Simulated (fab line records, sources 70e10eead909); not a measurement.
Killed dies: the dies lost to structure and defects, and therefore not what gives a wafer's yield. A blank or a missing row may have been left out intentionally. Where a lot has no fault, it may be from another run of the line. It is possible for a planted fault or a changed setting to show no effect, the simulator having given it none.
fab line records | flow nand-harc
[record] lots = 6 wafers = 18 last-day = 25
route steps=1159 shown A_CONTACT@903 END@1159
lots with no fault: from the same line, run without faults
start-h: the number of hours between the record's first day and the start of the first shown wafer of the lot | wait-h: hours since the lot's step before | " as in the row above | L1.1+2: a row that stands for several wafers | - value missing, or start not given | * or withheld: withheld | < > ~ a bound
route shown NAME@n: a module of which the file shows steps, and the number in the route of the first | usual: average and standard deviation across the fault-free wafers | same: alike in all rows | chamber/n: place in a boat | sites: per-site readings | _std_site: the values' standard deviation | _edge_site: inner sites' mean taken away from outer sites' mean | radius-mm: for every site, how far away it sits from the centre of the wafer | mask NAME#n: copy n | behind: the tool/chamber that last shaped the wafer | hold: cause of the lot's hold/its duration in hours/its outcome | device: names the non-switching transistor (n, p or np) | end of line: the same wafers' tests at the end of the route | a step with no rows: only its recipe | killed: count of dies lost to structure and defects at first sort (not the wafer's yield) | map: shows each die of a wafer: x if killed, . if not, _ if none is there
set.NAME: setting as actually run; set.NAME@STEP: the setting as run at that earlier step | model.NAME: the simulator's own value behind a step, which no gauge read
lots seen at some steps along the route; tables by step, rows by wafer
services: a tool's chamber out of use, with start hour (start-h, from the record's first day; less than 0 if before it), hours out, and reason
[[steps]]
[step NHARC_A_CONTACT_ETCH_78]
[recipe] target-depth-a = 28000 over-etch-frac = 0.3 time-s = 728 ion-energy-ev = 150 o2-flow-sccm = 400 cos-flow-sccm = 20 ar-flow-sccm = 0 rf-w = 500 bias-w = 300 chemistry = O2/COS
[step NHARC_A_CONTACT_ETCH_124]
[recipe] source-w = withheld pressure-mtorr = 20 bias-v = withheld time-s = 140 target-depth-a = 7000 ar-flow-sccm = withheld c4f8-flow-sccm = withheld o2-flow-sccm = withheld chemistry = C4F8/O2/Ar
[step NHARC_A_CONTACT_ETCH_125]
[recipe] source-w = withheld pressure-mtorr = 20 bias-v = 1200 time-s = 155 target-depth-a = 9560 ar-flow-sccm = withheld c4f8-flow-sccm = withheld o2-flow-sccm = withheld chemistry = C4F8/O2/Ar
[step NHARC_A_CONTACT_ETCH_126]
[recipe] source-w = withheld pressure-mtorr = 20 bias-v = 1200 time-s = 155 target-depth-a = 9560 ar-flow-sccm = withheld c4f8-flow-sccm = withheld o2-flow-sccm = withheld chemistry = C4F8/O2/Ar
[step NHARC_A_CONTACT_ETCH_127]
[recipe] source-w = withheld pressure-mtorr = 20 bias-v = 1200 time-s = 155 target-depth-a = 9560 ar-flow-sccm = withheld c4f8-flow-sccm = withheld o2-flow-sccm = withheld chemistry = C4F8/O2/Ar
// columns lot.wafer tool chamber start-h wait-h rf-hours-counter-h
L128.2 har-cap-etch-02 1 390.29 0.1 12
L128.3 " 0 " " -
L128.6 " 0 " " -
L133.1 har-cap-etch-01 0 432.12 0.1 66
L133.2 " 1 " " 66
L133.5 " 0 " " -
L138.1 har-cap-etch-02 1 458.17 0.1 26
L138.2 " 0 " " 26
L138.4 " 1 " " -
L146.1 har-cap-etch-03 0 489.87 0.1 102
L146.4 " 0 " " -
L146.5 " 0 " " -
L147.2 har-cap-etch-01 1 491.09 0.1 80
L147.3 " 1 " " -
L147.5 " 0 " " -
L150.1 har-cap-etch-02 1 527.16 0.1 39
L150.6 " 0 " " -
L150.5 " 1 " " -
[step NHARC_A_CONTACT_ETCH_128]
[recipe] source-w = withheld pressure-mtorr = 20 bias-v = 1200 time-s = 155 target-depth-a = 9560 ar-flow-sccm = withheld c4f8-flow-sccm = withheld o2-flow-sccm = withheld chemistry = C4F8/O2/Ar
[step NHARC_A_CONTACT_ETCH_129]
[recipe] source-w = withheld pressure-mtorr = 20 bias-v = 1200 time-s = 155 target-depth-a = 9560 ar-flow-sccm = withheld c4f8-flow-sccm = withheld o2-flow-sccm = withheld chemistry = C4F8/O2/Ar
// columns lot.wafer tool chamber start-h wait-h rf-hours-counter-h
L128.2 har-cap-etch-02 1 390.57 0.1 12
L128.3 " 0 " " -
L128.6 " 0 " " -
L133.1 har-cap-etch-01 0 432.40 0.1 66
L133.2 " 1 " " 66
L133.5 " 0 " " -
L138.1 har-cap-etch-02 1 458.45 0.1 27
L138.2 " 0 " " 27
L138.4 " 1 " " -
L146.1 har-cap-etch-03 0 490.15 0.1 102
L146.4 " 0 " " -
L146.5 " 0 " " -
L147.2 har-cap-etch-01 1 491.38 0.1 80
L147.3 " 1 " " -
L147.5 " 0 " " -
L150.1 har-cap-etch-02 1 527.45 0.1 39
L150.6 " 0 " " -
L150.5 " 1 " " -
[step NHARC_A_CONTACT_ETCH_130]
[recipe] source-w = withheld pressure-mtorr = 20 bias-v = 1200 time-s = 155 target-depth-a = 9560 ar-flow-sccm = withheld c4f8-flow-sccm = withheld o2-flow-sccm = withheld chemistry = C4F8/O2/Ar
[step NHARC_A_CONTACT_ETCH_131]
[recipe] source-w = withheld pressure-mtorr = 20 bias-v = 1200 time-s = 155 target-depth-a = 9560 ar-flow-sccm = withheld c4f8-flow-sccm = withheld o2-flow-sccm = withheld chemistry = C4F8/O2/Ar
[step NHARC_A_CONTACT_ETCH_132]
[recipe] source-w = withheld pressure-mtorr = 20 bias-v = 1200 time-s = 156 target-depth-a = 9580 ar-flow-sccm = withheld c4f8-flow-sccm = withheld o2-flow-sccm = withheld chemistry = C4F8/O2/Ar
// columns lot.wafer tool chamber start-h wait-h rf-hours-counter-h
L128.2 har-cap-etch-02 1 390.99 0.1 12
L128.3 " 0 " " -
L128.6 " 0 " " -
L133.1 har-cap-etch-01 0 432.83 0.1 66
L133.2 " 1 " " 66
L133.5 " 0 " " -
L138.1 har-cap-etch-02 1 458.88 0.1 27
L138.2 " 0 " " 27
L138.4 " 1 " " -
L146.1 har-cap-etch-03 0 490.58 0.1 102
L146.4 " 0 " " -
L146.5 " 0 " " -
L147.2 har-cap-etch-01 1 491.80 0.1 81
L147.3 " 1 " " -
L147.5 " 0 " " -
L150.1 har-cap-etch-02 1 527.87 0.1 39
L150.6 " 0 " " -
L150.5 " 1 " " -
[step NHARC_A_CONTACT_ETCH_133]
[recipe] source-w = withheld pressure-mtorr = 20 bias-v = 400 time-s = 195 target-depth-a = 8400 ar-flow-sccm = withheld c4f8-flow-sccm = 11.5 o2-flow-sccm = 7.2 chemistry = C4F8/O2/Ar
// columns lot.wafer tool chamber start-h wait-h rf-hours-counter-h
L128.2 har-cap-etch-02 1 391.13 0.1 13
L128.3 " 0 " " -
L128.6 " 0 " " -
L133.1 har-cap-etch-01 0 432.97 0.1 66
L133.2 " 1 " " 66
L133.5 " 0 " " -
L138.1 har-cap-etch-02 1 459.02 0.1 27
L138.2 " 0 " " 27
L138.4 " 1 " " -
L146.1 har-cap-etch-03 0 490.74 0.1 103
L146.4 " 0 " " -
L146.5 " 0 " " -
L147.2 har-cap-etch-01 1 491.96 0.1 81
L147.3 " 1 " " -
L147.5 " 0 " " -
L150.1 har-cap-etch-02 1 528.04 0.1 40
L150.6 " 0 " " -
L150.5 " 1 " " -
[step NHARC_A_CONTACT_ETCH_91]
[recipe] target-depth-a = 400 over-etch-frac = 0.5 time-s = 85.7 ion-energy-ev = 120 ch3f-flow-sccm = 50 o2-flow-sccm = 30 ar-flow-sccm = 200 rf-w = 500 bias-w = 100 chemistry = CH3F/O2
[usual] drypump-motor-current-A = 5.7/0.54 oes-product-au = 0.95/0.034 rf-vpp-V = 243.9/1.9 showerhead-plenum-p-Torr = 2.42/0.12 throttle-valve-pct = 20.663/0.0081
// columns lot.wafer tool chamber start-h wait-h drypump-motor-current-A oes-product-au rf-hours-counter-h rf-vpp-V showerhead-plenum-p-Torr throttle-valve-pct
L128.3 rie-diel-01 0 391.70 0.4 4.9 1.00 11 245.8 2.56 20.650
L128.2 " 1 " " 5.1 0.99 11 242.6 2.36 20.672
L128.6 " 0 " " 4.9 1.00 - 245.1 2.56 20.674
L133.2 rie-diel-04 0 433.55 0.5 5.8 0.92 51 241.7 2.29 20.663
L133.1 " 1 " " 6.6 0.94 58 244.3 2.44 20.668
L133.5 " 3 " " 6.2 0.92 - 242.4 2.33 20.652
L138.1 rie-diel-04 0 459.59 0.5 5.8 0.92 61 240.4 2.28 20.664
L138.4 " 1 " " 6.5 0.94 68 245.1 2.44 20.657
L138.2 " 2 " " 6.3 0.93 63 247.2 2.63 20.675
L146.4 rie-diel-04 3 491.27 0.4 6.1 0.93 5 242.5 2.32 20.662
L146.1 " 0 " " 5.8 0.93 4 248.2 2.66 20.663
L146.5 " 3 " " 6.1 0.93 - 242.1 2.32 20.651
L147.3 rie-diel-13 2 492.49 0.4 5.8 1.00 8 243.0 2.38 20.652
L147.2 " 0 " " 5.3 1.00 10 243.2 2.30 20.664
L147.5 " 2 " " 5.8 1.00 - 244.1 2.38 20.665
L150.1 rie-diel-01 2 528.56 0.5 5.4 0.93 4 243.9 2.31 20.655
L150.6 " 2 " " 5.3 0.92 - 243.3 2.31 20.678
L150.5 " 3 " " 5.9 0.94 - 241.6 2.30 20.677
[step NHARC_A_CONTACT_ETCH_97]
[recipe] target-depth-a = 200 over-etch-frac = 0.5 time-s = 10 ion-energy-ev = 250 c4f6-flow-sccm = 25 o2-flow-sccm = 20 ar-flow-sccm = 500 rf-w = 600 bias-w = 500 chemistry = C4F6/O2
[usual] drypump-motor-current-A = 5.7/0.54 oes-product-au = 0.964/0.025 rf-vpp-V = 546/3.9 showerhead-plenum-p-Torr = 3.86/0.19 throttle-valve-pct = 26.904/0.0099
// columns lot.wafer tool chamber start-h wait-h drypump-motor-current-A oes-product-au rf-hours-counter-h rf-vpp-V showerhead-plenum-p-Torr throttle-valve-pct
L128.2 rie-diel-01 1 391.84 - 5.1 0.992 11 545 3.78 26.893
L128.3 " 3 " " 5.9 1.002 11 542 3.70 26.901
L128.6 " 0 " " 4.9 1.012 - 550 4.08 26.903
L133.1 rie-diel-04 3 433.68 - 6.2 0.954 44 544 3.73 26.907
L133.2 " 0 " " 5.8 0.954 51 542 3.67 26.899
L133.5 " 2 " " 6.3 0.932 - 552 4.19 26.885
L138.1 rie-diel-04 3 459.76 - 6.2 0.949 54 542 3.72 26.907
L138.2 " 0 " " 5.8 0.766 61 543 3.66 26.893
L138.4 " 1 " " 6.6 0.987 68 548 3.89 26.898
L146.4 rie-diel-04 2 491.40 - 6.3 0.935 5 552 4.18 26.908
L146.1 " 0 " " 5.8 0.750 4 552 4.22 26.898
L146.5 " 2 " " 6.3 0.924 - 552 4.18 26.907
L147.3 rie-diel-13 0 492.63 - 5.3 0.994 10 542 3.69 26.897
L147.2 " 1 " " 6.3 0.996 9 546 3.84 26.894
L147.5 " 3 " " 5.4 1.002 - 552 4.14 26.916
L150.1 rie-diel-01 3 528.70 - 5.9 0.966 4 542 3.68 26.903
L150.6 " 1 " " 5.1 0.971 - 544 3.77 26.896
L150.5 " 2 " " 5.3 0.957 - 541 3.70 26.889
[step NHARC_A_CONTACT_CD_MEAS_80]
[usual] cd-nm = 189.7/0.71
// columns lot.wafer tool chamber start-h wait-h cd-nm
L128.2 cd-sem-03 - 391.93 - 189.3
L128.3 " - " " 189.6
L128.6 " - " " 189.9
L133.1 cd-sem-01 - 433.76 - 189.1
L133.2 " - " " 189.7
L133.5 " - " " 188.9
L138.1 cd-sem-01 - 459.84 - 190.5
L138.2 " - " " 190.1
L138.4 " - " " 189.5
L146.1 cd-sem-02 - 491.48 - 189.7
L146.4 " - " " 188.5
L146.5 " - " " 188.2
L147.2 cd-sem-01 - 492.71 - 189.7
L147.3 " - " " 190.1
L147.5 " - " " 189.9
L150.1 cd-sem-03 - 528.78 - 188.1
L150.5 " - " " 189.3
L150.6 " - " " 188.4
[step NHARC_END_SORT_01]
[recipe] temp-c = 25
[usual] killed-at-array = 25/9.2 killed-at-other = 0.8/1.2 killed-at-periphery = 3.9/2.6 killed-dies = 30/9.7 killed-open = 3.4/1.9 killed-short = 2.0/1.4
[same] gross-dies = 677
// columns lot.wafer tool chamber start-h wait-h killed-at-array killed-at-other killed-at-periphery killed-dies killed-open killed-short
L133.1 prober-01 0 491.07 2.5 24 0 5 29 4 1
L133.2 prober-01 0 491.86 2.8 19 1 5 25 2 1
L133.5 prober-01 0 494.25 3.7 23 0 5 28 8 4
L138.1 prober-02 0 517.48 2.5 32 1 0 33 2 4
L138.2 prober-02 0 518.30 2.8 561 1 0 562 3 3
L138.4 prober-02 0 519.92 3.4 47 2 2 51 3 6
L146.1 prober-01 0 551.75 2.5 592 0 1 593 6 3
L146.4 prober-01 0 554.16 3.4 16 0 2 18 3 2
L146.5 prober-01 0 554.97 3.7 12 0 1 13 3 2
// killed by level:class
L133.1 A_CHANNEL_HOLE_D1:chamber-film-flake=9 P_ZERO_WELL:chamber-film-flake=3 A_ZERO_WELL:chamber-film-flake=3 A_STAIRCASE:chamber-film-flake=3 A_M0:geometric-particle:open=2 A_SLIT:chamber-film-flake=2 A_CONTACT:chamber-film-flake=2 A_ONON_D1:geometric-particle:short=1
L133.2 A_CHANNEL_HOLE_D1:chamber-film-flake=7 A_STAIRCASE:chamber-film-flake=5 P_ZERO_WELL:chamber-film-flake=4 A_WL_FILL:chamber-film-flake=2 A_CONTACT:chamber-film-flake=2 A_BLC:geometric-particle:open=1 A_M0:geometric-particle:open=1 P_GATE:chamber-film-flake=1
L133.5 A_CHANNEL_HOLE_D1:chamber-film-flake=4 A_STAIRCASE:chamber-film-flake=3 A_CONTACT:chamber-film-flake=3 A_ONON_D1:geometric-particle:open=2 A_CHANNEL_FILL_D1:geometric-particle:short=2 A_M0:geometric-particle:open=2 P_ZERO_WELL:chamber-film-flake=2 P_GATE:geometric-particle:open=1
L138.1 A_SLIT:chamber-film-flake=13 A_CHANNEL_HOLE_D1:chamber-film-flake=10 A_STAIRCASE:chamber-film-flake=2 A_ONON_D1:geometric-particle:open=1 A_ONON_D1:geometric-particle:short=1 A_CHANNEL_HOLE_D1:geometric-particle:short=1 A_M0:geometric-particle:open=1 A_M0:geometric-particle:short=1
L138.2 A_CONTACT:area-etch=520 A_CHANNEL_HOLE_D1:chamber-film-flake=18 A_SLIT:chamber-film-flake=9 A_CONTACT:chamber-film-flake=4 A_WL_FILL:chamber-film-flake=3 A_ONON_D1:geometric-particle:short=1 A_ONON_D1:geometric-particle:open=1 A_CHANNEL_HOLE_D1:geometric-particle:short=1
L138.4 A_SLIT:chamber-film-flake=17 A_CHANNEL_HOLE_D1:chamber-film-flake=14 A_CONTACT:chamber-film-flake=6 A_WL_FILL:geometric-particle:short=3 A_M0:geometric-particle:short=2 HYBRID_BOND:chamber-film-flake=2 A_SGD_CUT:geometric-particle:short=1 A_CONTACT:geometric-particle:open=1
L146.1 A_CONTACT:area-etch=570 A_CHANNEL_HOLE_D1:chamber-film-flake=7 A_WL_FILL:chamber-film-flake=4 A_CONTACT:geometric-particle:open=3 A_WL_FILL:geometric-particle:open=2 A_WL_FILL:geometric-particle:short=2 A_ZERO_WELL:chamber-film-flake=2 P_M0:geometric-particle:open=1
L146.4 A_CHANNEL_HOLE_D1:chamber-film-flake=5 A_CONTACT:chamber-film-flake=5 P_GATE:geometric-particle:open=1 P_M1:geometric-particle:open=1 A_CHANNEL_FILL_D1:geometric-particle:short=1 A_SGD_CUT:geometric-particle:short=1 A_BLC:geometric-particle:open=1 A_STAIRCASE:chamber-film-flake=1
L146.5 A_CHANNEL_HOLE_D1:chamber-film-flake=6 A_WL_FILL:geometric-particle:short=2 P_CONTACT:geometric-particle:open=1 A_CHANNEL_FILL_D1:geometric-particle:open=1 A_WL_FILL:geometric-particle:open=1 A_WL_FILL:chamber-film-flake=1 A_CONTACT:chamber-film-flake=1
// map L138.2 (x killed, . not)
____________x____________
_________xxxxxxx_________
_______xxxxxxxxxxx_______
______xxxxxxxxxxxxx______
_____xxxxxxxxxxxxxxx_____
____xxxxxxx.xxxxxxxxx____
____xxxxxxxxxxxxxxxxx____
___.xxxx.xxxxxxxxxxxxx___
___xxx.xxx.xx.xxxxxxxx___
__xxxxx.xxx...x.xxxxxxx__
__xx.xx.xxx.x.xxx.x.xxx__
_xxxxxxx.xxxx.xx.xxxxxxx_
_xxxxxxx.xxxx..xxxxxxxxx_
_xxxx.xxxxx..x..xxx.xxxx_
_xxx.xx..xx.x..xx.xx.xxx_
_xxxxx..xxx.xx.x.xx.xxxx_
xxxxxxxx..xx..xxxx...xxx.
xxx.xx.x.xx.x.x.xx..xxxxx
xxx.xxxxx.x..x..xx.xx.xxx
xxxx.xxx.....x.xxx..xxxxx
xxxx...xxx....x.xxxxxxxxx
_x.xx.xxxxx.xxx.xxxxxxxx_
_xxxxx.xxx...xxxxxxxxxxx_
_xxxxxx.xx.xx..x.xxxxxxx_
_xxxxxxx.x.xxx.x.x..xxxx_
_xxxxxxxxxx.x..x..xxxxxx_
__xxxxxxxxxx.xxxxxxxxxx__
__xxxxx.xxxxx.xxx.xxxxx__
___xxxxxxxx.xxx.xxxxxx___
___xxxxxxxxxxxxxxxxxxx___
____xxxxxxxxxx.xxxxxx____
____xxxxxxxxxxxxxxxxx____
_____xxxxxxxxxxxxxxx_____
______xxxxxxxxxxxxx______
_______xxxxxxxxxxx_______
_________xxxxxxx_________
____________x____________
// map L146.1 (x killed, . not)
____________x____________
_________xxxxxxx_________
_______..xxx..xxxx_______
______xxxxxxx.xxxxx______
_____xxxxxxxxxxxxxxx_____
____xx.xxxxxxxxxxxxxx____
____xxxxxxxxx.x.xxxxx____
___x.x..x.x.xxxxxxxxxx___
___xxxxx.xxxxx.x.xxxxx___
__xxx.x.xxxxxxxxxxxxxx.__
__xxx...xxxx..xxxxxx.x.__
_x.xxxx.xxxxxxxxxxxxxxxx_
_xx.xxxxxxxxxxxxxxxxxxxx_
_xx.xxx..xxxxxxxxxxxxxxx_
_.xxxxxx.xxxxx.xx..xxxxx_
_xxxxx..xxx.xxx.xxxxxxxx_
xxx.xxxxxxx.xxxxxxxxxxxxx
.xxx..xxxxxxx.xxxxx.xxxxx
xx.x...xx.x.xxxxxxxxxxxxx
xxxxxx.x.xxxxxxx.xxxxxxxx
.xx.xxxxx.xxxxxxxxxxxxxxx
_x.xxxxxxxxxxxx.xxxxxxxx_
_xxxxxxxx.xxxxx.xxxxxxxx_
_xxxx.xxxxx.xxx.x.xxxxxx_
_xxxxxxxxxx.x.xxxx.xxxxx_
_xxxxxxxxxxxxxxxxxxxxxxx_
__xxxxxx.xx..xx.x..xxxx__
__x.xxxxxxxxxxx.xxxxxxx__
___xxxxxxxxxxx.xxxxxxx___
___xxxxx.xxxxxxxxxxxxx___
____xxxx..xxxxxxxxxxx____
____xxxxxxxxxxxxxxxxx____
_____x.xxxxxxxxxxxxx_____
______xxxxxxxxxxxxx______
_______xxxxxxxxxxx_______
_________xxxxxxx_________
____________x____________
[[services]]
// columns tool chamber start-h hours kind
rie-diel-04 0 372.51 - clean
rie-diel-04 1 372.51 - clean
rie-diel-04 2 372.51 - clean
rie-diel-04 3 372.51 - clean
rie-diel-01 0 391.93 6.4 repair
rie-diel-04 0 397.74 - clean
rie-diel-04 1 397.74 - clean
rie-diel-04 2 397.74 - clean
rie-diel-04 3 397.74 - clean
rie-diel-04 0 406.09 10.4 repair
rie-diel-13 2 415.09 6.4 repair
rie-diel-04 0 422.24 - clean
rie-diel-04 1 422.24 - clean
rie-diel-04 2 422.24 - clean
rie-diel-04 3 422.24 - clean
rie-diel-01 0 422.42 2.4 repair
rie-diel-04 0 446.79 - clean
rie-diel-04 1 446.79 - clean
rie-diel-04 2 446.79 - clean
rie-diel-13 - 453.00 9.0 pm
rie-diel-04 - 467.04 9.0 pm
har-cap-etch-01 - 479.00 0.8 repair
rie-diel-13 2 494.78 4.1 repair
rie-diel-04 3 519.94 5.5 repair
[[key]]
[first-sign] step = NHARC_A_CONTACT_ETCH_97 reading = oes-product-au direction = down sigmas = 8.3 usual = 0.964 struck = 0.758
[effect] step = NHARC_END_SORT_01 reading = killed-at-array direction = up sigmas = 60 usual = 25 struck = 576
[more-kills-born-at] NHARC_A_CONTACT_ETCH_97@rie-diel-04 = 1090
met-at NHARC_A_CONTACT_ETCH_97
struck-wafers L138.2,L146.1
later-rows-left-out L138.2,L146.1
tester-left-out L138,L146
onset-between 433.68 459.76
[fault] kind = process-parameter-drift tool = rie-diel-04 chamber = 0 onset-h = 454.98 steps = NHARC_A_CONTACT_ETCH_97 channel = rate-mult offset = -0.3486 shape = step end-h = 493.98
// tester-left-out: of these lots the tester's yield and bins aren't shown, on N5 and GAA mostly nor the transistor test; their killed dies are dies lost to structure and defects alone, not to doping, threshold or leakage, so they don't give the yield
// later-rows-left-out: the simulator's readings of these wafers behind a module that went badly wrong aren't trusted and aren't shown, but for the sort
